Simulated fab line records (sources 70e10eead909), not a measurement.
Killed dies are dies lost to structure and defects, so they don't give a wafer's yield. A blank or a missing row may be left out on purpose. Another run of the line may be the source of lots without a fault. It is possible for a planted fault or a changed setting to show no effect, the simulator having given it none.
fab line records	flow nandHarc	part 1 of 2: steps 1 to 25 of 31
record lots=5	wafers=15	lastDay=32
route steps=1302 shown A_ONON_D2@561 A_CHANNEL_HOLE_D2@570
lots that met no fault: taken from a fault-free run of the same line
startH: hours from the record's first day to the start of the lot's first wafer shown	waitH: time in hours since the lot's previous step	" unchanged from the row above	L1.1+2: a single row standing in for several wafers	- no value, or no start given	* or withheld: withheld	< > ~ a bound
route shown NAME@n: names a module that has steps shown in the file, with the first one's number in the route	usual: average and standard deviation across the fault-free wafers	same: alike in all rows	chamber/n: place in a boat	sites: each site's reading	_std_site: standard deviation across them	_edge_site: inner sites' mean taken away from outer sites' mean	radiusMm: how far each site lies from the wafer's centre	mask NAME#n: copy n	behind: the tool/chamber that last shaped the wafer	hold: why the lot was held/for how many hours/how that ended	device: which transistor (n, p or np) failed to switch	end of line: the tests these same wafers got at the end of their route	a step without rows: its recipe alone	killed: dies lost to structure and defects at the first sort, not the wafer's yield	map: per-die view of a wafer (x killed, . not killed, _ where there is no die)
set.NAME: the setting the step ran with; set.NAME@STEP: the setting that earlier step ran with	model.NAME: the simulator's own value behind a step, which no gauge read
a table for each step, a row for each wafer; lots at some steps of the route
services: the hour from which a tool's chamber was out of use, counted from the record's first day as startH (under 0 if before that day), plus the number of hours and why
## steps
# step NHARC_A_ONON_D2_THK_MEAS_24
# recipe thkMeasGauge=ellipsometry
# usual thkNm=999/9.8
lot.wafer	tool	chamber	startH	waitH	thkNm
L075.3	filmMetro-02	-	307.19	-	993
L075.4	"	-	"	"	991
L075.5	"	-	"	"	992
L092.1	filmMetro-01	-	472.07	-	1002
L092.2	"	-	"	"	1001
L092.3	"	-	"	"	1003
L093.1	filmMetro-01	-	480.49	-	991
L093.4	"	-	"	"	988
L093.5	"	-	"	"	989
L094.2	filmMetro-02	-	488.05	-	1006
L094.3	"	-	"	"	1005
L094.6	"	-	"	"	1006
L095.2	filmMetro-01	-	501.51	-	1008
L095.5	"	-	"	"	1004
L095.6	"	-	"	"	1007
# step NHARC_A_ONON_D2_DEP_25
# recipe targetThkA=10000	n2FlowSccm=2750	n2oFlowSccm=2000	nh3FlowSccm=500	sih4FlowSccm=210	tempC=400
# usual nh3FlowSccm=500.2/1.5	sih4FlowSccm=209.8/0.57
lot.wafer	tool	chamber	startH	waitH	nh3FlowSccm	sih4FlowSccm
L075.3	pecvdOnon-02	0	307.36	0.2	499.8	210.1
L075.4	"	0	"	"	500.4	209.8
L075.5	"	0	"	"	500.1	209.9
L092.1	pecvdOnon-01	0	472.12	0.1	498.4	209.3
L092.2	"	0	"	"	499.1	208.4
L092.3	"	0	"	"	497.1	208.8
L093.1	pecvdOnon-04	0	480.55	0.1	498.6	210.5
L093.4	"	0	"	"	500.1	210.0
L093.5	"	0	"	"	500.4	210.6
L094.2	pecvdOnon-02	0	488.16	0.1	498.8	210.7
L094.3	"	0	"	"	501.9	210.5
L094.6	"	0	"	"	502.2	210.7
L095.2	pecvdOnon-01	0	501.62	0.1	501.9	210.3
L095.5	"	0	"	"	498.2	208.9
L095.6	"	0	"	"	499.2	209.6
# step NHARC_A_ONON_D2_THK_MEAS_27
# recipe thkMeasGauge=ellipsometry
# usual thkNm=1000/9.3
lot.wafer	tool	chamber	startH	waitH	thkNm
L075.3	filmMetro-01	-	307.75	-	1004
L075.4	"	-	"	"	1003
L075.5	"	-	"	"	1002
L092.1	filmMetro-02	-	472.64	-	1007
L092.2	"	-	"	"	1005
L092.3	"	-	"	"	1006
L093.1	filmMetro-01	-	481.06	-	1012
L093.4	"	-	"	"	1012
L093.5	"	-	"	"	1010
L094.2	filmMetro-02	-	488.61	-	992
L094.3	"	-	"	"	991
L094.6	"	-	"	"	991
L095.2	filmMetro-02	-	502.07	-	1005
L095.5	"	-	"	"	1002
L095.6	"	-	"	"	1002
# step NHARC_A_ONON_D2_DEP_28
# recipe targetThkA=10000	n2FlowSccm=2750	n2oFlowSccm=2000	nh3FlowSccm=500	sih4FlowSccm=210	tempC=400
# usual nh3FlowSccm=500.1/1.3	sih4FlowSccm=210.1/0.63
lot.wafer	tool	chamber	startH	waitH	nh3FlowSccm	sih4FlowSccm
L075.3	pecvdOnon-02	0	307.92	0.2	502.5	210.2
L075.4	"	0	"	"	501.7	210.2
L075.5	"	0	"	"	501.4	210.1
L092.1	pecvdOnon-02	0	472.69	0.1	498.9	209.5
L092.2	"	0	"	"	499.6	209.6
L092.3	"	0	"	"	499.2	210.9
L093.1	pecvdOnon-01	0	481.12	0.1	498.7	208.9
L093.4	"	0	"	"	497.8	209.5
L093.5	"	0	"	"	497.3	209.5
L094.2	pecvdOnon-01	0	488.73	0.1	501.5	210.7
L094.3	"	0	"	"	499.7	211.7
L094.6	"	0	"	"	498.6	210.8
L095.2	pecvdOnon-01	0	502.19	0.1	500.9	210.3
L095.5	"	0	"	"	502.6	210.7
L095.6	"	0	"	"	501.1	210.5
# step NHARC_A_ONON_D2_THK_MEAS_30
# recipe thkMeasGauge=ellipsometry
# usual thkNm=999/10
lot.wafer	tool	chamber	startH	waitH	thkNm
L075.3	filmMetro-02	-	308.31	-	1002
L075.4	"	-	"	"	1001
L075.5	"	-	"	"	1001
L092.1	filmMetro-01	-	473.21	-	1004
L092.2	"	-	"	"	1003
L092.3	"	-	"	"	1005
L093.1	filmMetro-01	-	481.63	-	1006
L093.4	"	-	"	"	1008
L093.5	"	-	"	"	1005
L094.2	filmMetro-02	-	489.18	-	992
L094.3	"	-	"	"	991
L094.6	"	-	"	"	990
L095.2	filmMetro-02	-	502.64	-	993
L095.5	"	-	"	"	992
L095.6	"	-	"	"	994
# step NHARC_A_ONON_D2_DEP_33
# recipe targetThkA=2000	tempC=400	pressureTorr=6.5	rfW=900	teosFlowSccm=161.4	flowSccm=2650	targetThkNm=200	gas=O2	material=SiO2
# usual flowSccm=2648/8	heaterPowerW=536/100	throttleValvePct=16.14/0.29
lot.wafer	tool	chamber	startH	waitH	flowSccm	heaterPowerW	throttleValvePct
L075.4	pecvd-01	0	308.51	0.2	2652	397	16.65
L075.3	"	2	"	"	2652	588	16.32
L075.5	"	2	"	"	2647	443	16.42
L092.1	pecvd-01	1	473.27	0.1	2643	750	16.19
L092.2	"	2	"	"	2640	607	16.17
L092.3	"	0	"	"	2636	400	16.15
L093.1	pecvd-02	0	481.78	0.1	2654	645	15.93
L093.5	"	1	"	"	2658	476	16.36
L093.4	"	2	"	"	2640	607	16.04
L094.2	pecvd-04	2	489.24	0.1	2641	452	16.21
L094.3	"	1	"	"	2646	495	15.45
L094.6	"	1	"	"	2649	503	15.45
L095.2	pecvd-02	0	502.71	0.1	2649	616	15.98
L095.6	"	0	"	"	2647	650	15.82
L095.5	"	2	"	"	2662	483	15.82
# step NHARC_A_ONON_D2_THK_MEAS_34
# recipe thkMeasGauge=ellipsometry
# usual thkNm=200.1/2.8
lot.wafer	tool	chamber	startH	waitH	thkNm
L075.3	filmMetro-01	-	308.93	0.3	200.4
L075.4	"	-	"	"	200.3
L075.5	"	-	"	"	200.2
L092.1	filmMetro-01	-	473.68	-	202.2
L092.2	"	-	"	"	198.9
L092.3	"	-	"	"	199.4
L093.1	filmMetro-01	-	482.10	-	198.8
L093.4	"	-	"	"	198.4
L093.5	"	-	"	"	201.7
L094.2	filmMetro-01	-	489.65	-	201.3
L094.3	"	-	"	"	200.1
L094.6	"	-	"	"	202.8
L095.2	filmMetro-02	-	503.13	-	199.2
L095.5	"	-	"	"	203.9
L095.6	"	-	"	"	200.5
# step NHARC_A_ONON_D2_INSPECT_32
# usual rawDefectCount=412/150
lot.wafer	tool	chamber	startH	waitH	rawDefectCount
L075.3	defectInspect-02	-	308.99	0.0	267
L075.4	"	-	"	"	480
L075.5	"	-	"	"	323
L092.1	defectInspect-01	-	473.75	0.0	299
L092.2	"	-	"	"	304
L092.3	"	-	"	"	318
L093.1	defectInspect-02	-	482.19	0.0	402
L093.4	"	-	"	"	532
L093.5	"	-	"	"	317
L094.2	defectInspect-01	-	489.74	0.0	327
L094.3	"	-	"	"	441
L094.6	"	-	"	"	475
L095.2	defectInspect-01	-	503.19	0.0	412
L095.5	"	-	"	"	386
L095.6	"	-	"	"	256
# step NHARC_A_CHANNEL_HOLE_D2_DEP_00
# recipe targetThkA=31000	tempC=400	material=aC
# usual throttleValvePct=35.001/0.0086
lot.wafer	tool	chamber	startH	waitH	throttleValvePct
L075.3	aclDep-01	0	312.23	3.2	34.996
L075.4	"	0	"	"	35.008
L075.5	"	0	"	"	34.999
L092.1	aclDep-01	0	473.81	0.1	34.987
L092.2	"	0	"	"	34.987
L092.3	"	0	"	"	35.002
L093.1	aclDep-01	0	485.64	3.5	34.996
L093.4	"	0	"	"	35.008
L093.5	"	0	"	"	35.002
L094.2	aclDep-02	0	494.84	5.1	35.008
L094.3	"	0	"	"	35.008
L094.6	"	0	"	"	35.005
L095.2	aclDep-01	0	504.44	1.3	34.993
L095.5	"	0	"	"	35.006
L095.6	"	0	"	"	35.001
# step NHARC_A_CHANNEL_HOLE_D2_DEP_01
# recipe targetThkA=1400	targetThkNm=140	tempC=400	pressureTorr=3.5	flowSccm=200	rfW=350	material=SiON
# usual heaterPowerW=685/93
lot.wafer	tool	chamber	startH	waitH	heaterPowerW
L075.3	pecvd-04	2	313.78	1.2	720
L075.4	"	1	"	"	646
L075.5	"	0	"	"	627
L092.2	pecvd-03	1	475.72	1.3	652
L092.3	"	2	"	"	736
L092.1	"	0	"	"	644
L093.1	pecvd-04	2	487.62	1.7	761
L093.4	"	0	"	"	610
L093.5	"	1	"	"	695
L094.3	pecvd-04	1	496.43	1.0	617
L094.2	"	0	"	"	619
L094.6	"	1	"	"	583
L095.2	pecvd-04	0	506.05	1.3	645
L095.6	"	2	"	"	659
L095.5	"	0	"	"	653
# step NHARC_A_CHANNEL_HOLE_D2_DEHYDRATE_02
# recipe tempC=150	timeS=120
# usual plateTempC=150.01/0.14
lot.wafer	tool	chamber	startH	waitH	plateTempC
L075.3	lithoTrack-04	0	314.02	0.2	150.10
L075.4	"	0	"	"	149.97
L075.5	"	0	"	"	150.20
L092.1	lithoTrack-06	0	475.99	0.2	150.25
L092.2	"	0	"	"	150.22
L092.3	"	0	"	"	150.13
L093.1	lithoTrack-01	0	487.84	0.2	150.02
L093.4	"	0	"	"	150.14
L093.5	"	0	"	"	150.01
L094.2	lithoTrack-04	0	496.70	0.2	149.92
L094.3	"	0	"	"	149.84
L094.6	"	0	"	"	149.88
L095.2	lithoTrack-04	0	506.30	0.2	149.99
L095.5	"	0	"	"	149.84
L095.6	"	0	"	"	150.03
# step NHARC_A_CHANNEL_HOLE_D2_HMDS_03
# recipe timeS=30
lot.wafer	tool	chamber	startH	waitH
L075.3+4+5	lithoTrack-04	0	-	-
L092.1+2+3	lithoTrack-06	0	-	-
L093.1+4+5	lithoTrack-01	0	-	-
L094.2+3+6	lithoTrack-04	0	-	-
L095.2+5+6	lithoTrack-04	0	-	-
# step NHARC_A_CHANNEL_HOLE_D2_COAT_36
# recipe tempC=260	timeS=75
# usual plateTempC=259.99/0.19
lot.wafer	tool	chamber	startH	waitH	plateTempC
L075.3	lithoTrack-04	0	-	-	259.73
L075.4	"	0	"	"	260.09
L075.5	"	0	"	"	259.67
L092.1	lithoTrack-06	0	-	-	260.15
L092.2	"	0	"	"	259.90
L092.3	"	0	"	"	260.06
L093.1	lithoTrack-01	0	-	-	260.04
L093.4	"	0	"	"	259.87
L093.5	"	0	"	"	259.83
L094.2	lithoTrack-04	0	-	-	260.00
L094.3	"	0	"	"	260.01
L094.6	"	0	"	"	260.07
L095.2	lithoTrack-04	0	-	-	259.93
L095.5	"	0	"	"	259.87
L095.6	"	0	"	"	259.84
# step NHARC_A_CHANNEL_HOLE_D2_COAT_37
# recipe tempC=225	timeS=65
# usual plateTempC=225.04/0.17
lot.wafer	tool	chamber	startH	waitH	plateTempC
L075.3	lithoTrack-04	0	-	-	225.05
L075.4	"	0	"	"	224.89
L075.5	"	0	"	"	224.71
L092.1	lithoTrack-06	0	-	-	225.16
L092.2	"	0	"	"	225.00
L092.3	"	0	"	"	225.12
L093.1	lithoTrack-01	0	-	-	224.84
L093.4	"	0	"	"	224.80
L093.5	"	0	"	"	224.85
L094.2	lithoTrack-04	0	-	-	224.91
L094.3	"	0	"	"	224.78
L094.6	"	0	"	"	224.77
L095.2	lithoTrack-04	0	-	-	224.66
L095.5	"	0	"	"	224.72
L095.6	"	0	"	"	224.65
# step NHARC_A_CHANNEL_HOLE_D2_COAT_04
# recipe spinRpm=1500	resistThkNm=90
lot.wafer	tool	chamber	startH	waitH
L075.3+4+5	lithoTrack-04	0	-	-
L092.1+2+3	lithoTrack-06	0	-	-
L093.1+4+5	lithoTrack-01	0	-	-
L094.2+3+6	lithoTrack-04	0	-	-
L095.2+5+6	lithoTrack-04	0	-	-
# step NHARC_A_CHANNEL_HOLE_D2_SOFTBAKE_05
# recipe tempC=105	timeS=55
# usual plateTempC=105.02/0.14
lot.wafer	tool	chamber	startH	waitH	plateTempC
L075.3	lithoTrack-04	0	-	-	104.79
L075.4	"	0	"	"	105.13
L075.5	"	0	"	"	104.82
L092.1	lithoTrack-06	0	-	-	105.01
L092.2	"	0	"	"	104.93
L092.3	"	0	"	"	105.05
L093.1	lithoTrack-01	0	-	-	105.10
L093.4	"	0	"	"	105.02
L093.5	"	0	"	"	105.14
L094.2	lithoTrack-04	0	-	-	105.19
L094.3	"	0	"	"	105.04
L094.6	"	0	"	"	105.08
L095.2	lithoTrack-04	0	-	-	105.01
L095.5	"	0	"	"	104.95
L095.6	"	0	"	"	104.82
# step NHARC_A_CHANNEL_HOLE_D2_EBR_06
lot.wafer	tool	chamber	startH	waitH
L075.3+4+5	lithoTrack-04	0	-	-
L092.1+2+3	lithoTrack-06	0	-	-
L093.1+4+5	lithoTrack-01	0	-	-
L094.2+3+6	lithoTrack-04	0	-	-
L095.2+5+6	lithoTrack-04	0	-	-
# step NHARC_A_CHANNEL_HOLE_D2_EXPOSE_07
# recipe na=1.35	targetCdNm=100	sigmaOuter=0.3	doseMj=59.65	maskId=HOLE_D2
lot.wafer	tool	chamber	startH	waitH	mask
L075.3+4+5	arfiScanner-01	0	314.21	-	HOLE_D2#0
L092.1+2+3	arfiScanner-01	0	476.18	-	HOLE_D2#0
L093.1+4+5	arfiScanner-01	0	488.02	-	HOLE_D2#0
L094.2+3+6	arfiScanner-01	0	496.89	-	HOLE_D2#0
L095.2+5+6	arfiScanner-01	0	506.48	-	HOLE_D2#0
# step NHARC_A_CHANNEL_HOLE_D2_PEB_08
# recipe pebTempC=100	pebTimeS=65
# usual plateTempC=100.00/0.13
lot.wafer	tool	chamber	startH	waitH	plateTempC
L075.3	lithoTrack-01	0	314.26	0.0	99.78
L075.4	"	0	"	"	99.84
L075.5	"	0	"	"	99.95
L092.1	lithoTrack-01	0	476.24	0.1	99.81
L092.2	"	0	"	"	99.90
L092.3	"	0	"	"	100.03
L093.1	lithoTrack-01	0	488.08	0.1	100.08
L093.4	"	0	"	"	100.03
L093.5	"	0	"	"	100.00
L094.2	lithoTrack-06	0	496.95	0.1	99.91
L094.3	"	0	"	"	100.13
L094.6	"	0	"	"	99.80
L095.2	lithoTrack-06	0	506.54	0.1	99.98
L095.5	"	0	"	"	99.99
L095.6	"	0	"	"	100.21
# step NHARC_A_CHANNEL_HOLE_D2_DEVELOP_09
# recipe developTimeS=35	devTempC=23
# same developTimeS=35
lot.wafer	tool	chamber	startH	waitH
L075.3+4+5	lithoTrack-01	0	-	-
L092.1+2+3	lithoTrack-01	0	-	-
L093.1+4+5	lithoTrack-01	0	-	-
L094.2+3+6	lithoTrack-06	0	-	-
L095.2+5+6	lithoTrack-06	0	-	-
# step NHARC_A_CHANNEL_HOLE_D2_CD_MEAS_10
# recipe targetCdNm=100	landingEnergyEv=500
# usual cdNm=100.1/0.46
lot.wafer	tool	chamber	startH	waitH	cdNm
L075.3	cdSem-03	0	314.35	-	100.2
L075.4	"	0	"	"	101.0
L075.5	"	0	"	"	100.8
L092.1	cdSem-03	0	476.32	-	99.9
L092.2	"	0	"	"	99.9
L092.3	"	0	"	"	99.7
L093.1	cdSem-02	0	488.16	-	99.9
L093.4	"	0	"	"	101.3
L093.5	"	0	"	"	100.9
L094.2	cdSem-03	0	497.03	-	100.8
L094.3	"	0	"	"	100.1
L094.6	"	0	"	"	100.0
L095.2	cdSem-01	0	506.62	-	99.4
L095.5	"	0	"	"	99.8
L095.6	"	0	"	"	100.3
# step NHARC_A_CHANNEL_HOLE_D2_OVL_MEAS_11
# usual overlayXNm=0.1/0.88	overlayYNm=0.2/0.98
lot.wafer	tool	chamber	startH	waitH	overlayXNm	overlayYNm
L075.3	overlay-01	-	314.43	-	0.4	0.6
L075.4	"	-	"	"	-0.2	1.0
L075.5	"	-	"	"	0.0	0.9
L092.1	overlay-01	-	476.41	-	1.0	1.2
L092.2	"	-	"	"	1.2	0.3
L092.3	"	-	"	"	1.5	0.1
L093.1	overlay-01	-	488.25	-	-0.6	0.6
L093.4	"	-	"	"	-0.4	0.5
L093.5	"	-	"	"	-0.1	0.5
L094.2	overlay-01	-	497.11	-	-1.8	-1.4
L094.3	"	-	"	"	-2.3	-2.2
L094.6	"	-	"	"	-1.7	-1.9
L095.2	overlay-01	-	506.71	-	-1.2	0.9
L095.5	"	-	"	"	-1.1	1.7
L095.6	"	-	"	"	-1.1	1.2
# step NHARC_A_CHANNEL_HOLE_D2_INSPECT_12
# usual rawDefectCount=25/21
lot.wafer	tool	chamber	startH	waitH	rawDefectCount
L075.3	defectInspect-01	-	314.47	0.0	3
L075.4	"	-	"	"	3
L075.5	"	-	"	"	6
L092.1	defectInspect-01	-	476.44	0.0	18
L092.2	"	-	"	"	19
L092.3	"	-	"	"	18
L093.1	defectInspect-01	-	488.28	0.0	19
L093.4	"	-	"	"	21
L093.5	"	-	"	"	19
L094.2	defectInspect-01	-	497.15	0.0	20
L094.3	"	-	"	"	30
L094.6	"	-	"	"	19
L095.2	defectInspect-01	-	506.74	0.0	6
L095.5	"	-	"	"	6
L095.6	"	-	"	"	6
# step NHARC_A_CHANNEL_HOLE_D2_DESCUM_15
# recipe timeS=3	o2FlowSccm=200	arFlowSccm=0	biasPowerW=0	chemistry=O2
# usual drypumpMotorCurrentA=5.64/0.3	oesProductAu=1.000/0.01	rfVppV=57.8/0.93	showerheadPlenumPTorr=1.93/0.084	throttleValvePct=11.312/0.01
lot.wafer	tool	chamber	startH	waitH	drypumpMotorCurrentA	oesProductAu	rfHoursCounterH	rfVppV	showerheadPlenumPTorr	throttleValvePct
L075.4	rieDiel-01	2	314.54	0.1	5.93	0.988	4.8	58.2	2.05	11.313
L075.3	"	0	"	"	5.89	1.003	4.2	59.3	1.92	11.307
L075.5	"	2	"	"	5.93	0.997	-	58.8	2.05	11.313
L092.1	rieDiel-10	1	476.50	0.1	5.98	1.016	3.4	58.4	1.90	11.318
L092.3	"	2	"	"	5.50	0.997	3.6	57.7	2.04	11.323
L092.2	"	0	"	"	5.35	1.010	3.5	56.0	1.89	11.312
L093.1	rieDiel-01	1	488.36	0.1	5.54	0.998	4.7	57.3	1.87	11.323
L093.4	"	3	"	"	5.11	1.009	-	59.9	1.78	11.335
L093.5	"	1	"	"	5.53	0.984	-	56.6	1.87	11.321
L094.2	rieDiel-02	1	497.21	0.1	5.62	0.991	4.5	58.6	2.00	11.300
L094.3	"	3	"	"	5.61	1.003	5.5	58.5	1.81	11.309
L094.6	"	2	"	"	6.08	0.991	-	56.9	1.95	11.323
L095.2	rieDiel-10	1	506.81	0.1	5.95	1.012	5.4	57.9	1.90	11.319
L095.6	"	1	"	"	5.96	1.003	-	56.6	1.90	11.315
L095.5	"	3	"	"	5.75	1.011	-	59.1	1.97	11.310
# step NHARC_A_CHANNEL_HOLE_D2_ETCH_38
# recipe targetDepthA=390	overEtchFrac=0.3	timeS=65	ionEnergyEv=80	cf4FlowSccm=150	arFlowSccm=0	rfW=300	biasW=100	chemistry=CF4
# usual drypumpMotorCurrentA=5.63/0.3	oesProductAu=1.000/0.0098	rfVppV=151.4/1.2	showerheadPlenumPTorr=1.79/0.07	throttleValvePct=13.284/0.0087
lot.wafer	tool	chamber	startH	waitH	drypumpMotorCurrentA	oesProductAu	rfHoursCounterH	rfVppV	showerheadPlenumPTorr	throttleValvePct
L075.3	rieDiel-01	3	314.63	0.1	5.09	1.006	5.1	148.5	1.66	13.275
L075.4	"	0	"	"	5.94	0.997	4.2	151.9	1.77	13.294
L075.5	"	1	"	"	5.51	0.988	-	151.5	1.74	13.279
L092.1	rieDiel-10	0	476.59	0.1	5.38	1.008	3.5	152.0	1.75	13.272
L092.2	"	1	"	"	5.97	1.018	3.5	149.9	1.76	13.275
L092.3	"	3	"	"	5.75	1.017	3.6	153.4	1.82	13.289
L093.1	rieDiel-01	2	488.47	0.1	5.90	0.992	5.2	153.3	1.88	13.281
L093.4	"	3	"	"	5.14	1.002	-	148.7	1.66	13.277
L093.5	"	2	"	"	5.91	0.987	-	151.4	1.88	13.291
L094.2	rieDiel-02	2	497.30	0.1	6.09	1.008	5.0	152.5	1.80	13.277
L094.3	"	0	"	"	5.14	0.994	5.1	150.4	1.74	13.286
L094.6	"	3	"	"	5.61	1.006	-	150.6	1.68	13.287
L095.2	rieDiel-10	2	506.91	0.1	5.47	1.000	5.8	152.5	1.88	13.283
L095.5	"	2	"	"	5.51	1.002	-	153.3	1.88	13.286
L095.6	"	3	"	"	5.76	1.017	-	151.2	1.82	13.302
